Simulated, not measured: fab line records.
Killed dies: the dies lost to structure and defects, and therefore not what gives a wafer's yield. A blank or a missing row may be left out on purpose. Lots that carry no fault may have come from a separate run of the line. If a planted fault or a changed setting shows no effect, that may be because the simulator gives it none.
Matching of chambers | flow nand-harc | rie-diel-03 running NHARC_P_CONTACT_DESCUM_17: 4 sister chambers
The step chemistry O2, time 3 s. 16 wafers are shown with their chamber, then 8 later ones without.

== EACH WAFER AND ITS CHAMBER ==
wafer  | chamber | drypump-motor-current-A (A) | oes-product-au (a.u.) | throttle-valve-pct (%)
L083.1 | 3       | 4.9                         | 0.972                 | 11.284
L083.2 | 1       | 5.7                         | 1.023                 | 11.315
L083.3 | 2       | 5.8                         | 1.005                 | 11.312
L083.4 | 0       | 6.1                         | 1.018                 | 11.314
L083.5 | 2       | 5.8                         | 0.988                 | 11.315
L083.6 | 1       | 5.7                         | 1.025                 | 11.312
L085.1 | 0       | 6.1                         | 0.996                 | 11.313
L085.2 | 2       | 5.9                         | 1.001                 | 11.318
L085.3 | 3       | 4.9                         | 0.965                 | 11.312
L085.4 | 1       | 5.7                         | 1.015                 | 11.326
L085.5 | 2       | 5.9                         | 1.002                 | 11.315
L085.6 | 3       | 4.9                         | 0.968                 | 11.313
L087.1 | 3       | 4.9                         | 0.974                 | 11.315
L087.2 | 0       | 6.1                         | 1.005                 | 11.306
L087.3 | 2       | 5.9                         | 1.006                 | 11.321
L087.4 | 1       | 5.7                         | 1.018                 | 11.314

SIGNATURES (means of the wafers above)
reading                 | chamber 0 | chamber 1 | chamber 2 | chamber 3 | scatter within a chamber
drypump-motor-current-A | 6.100     | 5.700     | 5.860     | 4.900     | 0.0316
oes-product-au          | 1.00633   | 1.02025   | 1.00040   | 0.96975   | 0.00686
throttle-valve-pct      | 11.31100  | 11.31675  | 11.31620  | 11.30600  | 0.00843
Rule: for each reading, subtract the chamber's mean from the wafer's reading, divide by that reading's scatter and square the result; add these up over the readings and take the root, which gives the wafer's distance from the chamber. The wafer belongs to the nearest chamber; if the next one is less than 2 further off, it can't be placed. The scatter is the square root of a quotient: the sum, over the shown wafers, of each reading's squared deviation from its chamber's mean, divided by wafers minus chambers.

== WAFERS WITHOUT THEIR CHAMBER ==
wafer  | drypump-motor-current-A (A) | oes-product-au (a.u.) | throttle-valve-pct (%)
L087.5 | 4.9                         | 0.966                 | 11.299
L087.6 | 5.9                         | 1.000                 | 11.314
L089.1 | 6.1                         | 1.005                 | 11.309
L089.2 | 5.8                         | 1.012                 | 11.311
L089.3 | 4.9                         | 0.976                 | 11.327
L089.4 | 5.7                         | 1.022                 | 11.313
L089.5 | 5.9                         | 1.008                 | 11.305
L089.6 | 4.9                         | 0.961                 | 11.308

== WHICH CHAMBER EACH ONE RAN IN ==
wafer  | from the rows above     | in truth
L087.5 | 3                       | 3
L087.6 | 2                       | 2
L089.1 | 0                       | 0
L089.2 | can't be placed: 2 or 1 | 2
L089.3 | 3                       | 3
L089.4 | 1                       | 1
L089.5 | 2                       | 2
L089.6 | 3                       | 3
7 of 8 placed correctly. Not placeable from these rows: 1 (in 1, the candidates include the true chamber). Number placed wrongly: 0.
